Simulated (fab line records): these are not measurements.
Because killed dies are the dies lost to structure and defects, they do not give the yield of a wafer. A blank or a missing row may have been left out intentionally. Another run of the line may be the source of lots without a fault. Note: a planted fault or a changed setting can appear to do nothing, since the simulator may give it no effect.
Chamber matching | flow n5_finfet | ald_metal-02 running N5_BEOL_M6_ALD_77: 4 sister chambers
The step deposits TaN, target thk 2 nm, pulse time 2 s, purge time 3 s. 8 wafers are shown with their chamber, then 11 later ones without.

## EACH WAFER AND ITS CHAMBER
wafer  | chamber | heater_power_w (W) | mfc_carrier_sccm (sccm)
L078.1 | 3       | 371                | 1498
L079.3 | 1       | 413                | 1500
L081.2 | 0       | 436                | 1501
L081.5 | 2       | 354                | 1503
L083.1 | 0       | 443                | 1502
L083.2 | 2       | 345                | 1494
L083.3 | 1       | 410                | 1506
L086.1 | 3       | 387                | 1504

## WAFERS WITH NO CHAMBER GIVEN
wafer  | heater_power_w (W) | mfc_carrier_sccm (sccm)
L086.3 | 358                | 1499
L086.5 | 439                | 1502
L088.3 | 412                | 1504
L088.5 | 456                | 1502
L088.6 | 368                | 1500
L094.1 | 411                | 1494
L094.2 | 429                | 1499
L094.5 | 410                | 1498
L096.1 | 375                | 1506
L096.3 | 353                | 1503
L096.4 | 435                | 1505

## WHICH CHAMBER EACH ONE RAN IN
wafer  | from the rows above     | in truth
L086.3 | can't be placed: 2 or 3 | 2
L086.5 | 0                       | 0
L088.3 | 1                       | 1
L088.5 | 0                       | 0
L088.6 | can't be placed: 3 or 2 | 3
L094.1 | 1                       | 1
L094.2 | can't be placed: 0 or 1 | 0
L094.5 | 1                       | 1
L096.1 | 3                       | 3
L096.3 | 2                       | 2
L096.4 | 0                       | 0
8 of 11 placed correctly. These rows do not allow placing 3 (true chamber among the candidates in 3). Placed wrongly: 0.
How it was worked out, from the rows above alone: a wafer's distance from a chamber is the root of the sum, over the readings, of the square of ((its reading less the chamber's mean) divided by the reading's scatter). If the next closest chamber is less than 2 further off than the closest, the wafer can't be placed; otherwise it belongs to the closest. A chamber's mean is the mean of its shown wafers. How the scatter is found: for the shown wafers, subtract from each reading the mean of its chamber, square and add these, divide the total by (wafers less chambers), then take the root.
